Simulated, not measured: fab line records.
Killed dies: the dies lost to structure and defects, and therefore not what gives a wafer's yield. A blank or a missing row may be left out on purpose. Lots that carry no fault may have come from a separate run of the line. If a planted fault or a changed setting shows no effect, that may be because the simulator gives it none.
Chamber matching | flow n5 finfet | 3 sister chambers for N5_GATE_CUT_HM_DEP_46 on pecvd-02
The step deposits SiO2 from TEOS/O2, target thk 130 nm, time 26.6 s. 6 wafers are shown with their chamber, then 7 later ones without.

== WAFERS, EACH WITH ITS CHAMBER ==
wafer  | chamber | throttle valve pct (%) | showerhead plenum p Torr (Torr)
L085.2 | 0       | 17.5                   | 8.414
L085.3 | 1       | 19.8                   | 8.353
L089.5 | 1       | 19.9                   | 8.366
L089.6 | 2       | 18.0                   | 8.409
L093.2 | 0       | 17.8                   | 8.387
L093.3 | 2       | 18.4                   | 8.413

== WAFERS MISSING THEIR CHAMBER ==
wafer  | throttle valve pct (%) | showerhead plenum p Torr (Torr)
L093.6 | 17.8                   | 8.409
L095.2 | 18.2                   | 8.426
L095.4 | 18.2                   | 8.401
L095.5 | 19.7                   | 8.340
L097.3 | 18.1                   | 8.408
L097.4 | 17.7                   | 8.395
L097.6 | 18.3                   | 8.388

== THE CHAMBER EACH PASSED THROUGH ==
wafer  | from the rows above     | in truth
L093.6 | can't be placed: 0 or 2 | 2
L095.2 | 2                       | 2
L095.4 | can't be placed: 2 or 0 | 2
L095.5 | 1                       | 1
L097.3 | can't be placed: 2 or 0 | 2
L097.4 | 0                       | 0
L097.6 | can't be placed: 2 or 0 | 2
Correct placement for 3 of the 7. Unplaceable from these rows: 4, with the true chamber sitting among the candidates in 4. 0 placed wrongly.
How it was worked out, from the rows above alone: a wafer's distance from a chamber is the root of the sum, over the readings, of the square of ((its reading less the chamber's mean) divided by the reading's scatter). If the next closest chamber is less than 2 further off than the closest, the wafer can't be placed; otherwise it belongs to the closest. The mean given for a chamber averages the wafers shown for that chamber. The scatter is the square root of a quotient: the sum, over the shown wafers, of each reading's squared deviation from its chamber's mean, divided by wafers minus chambers.
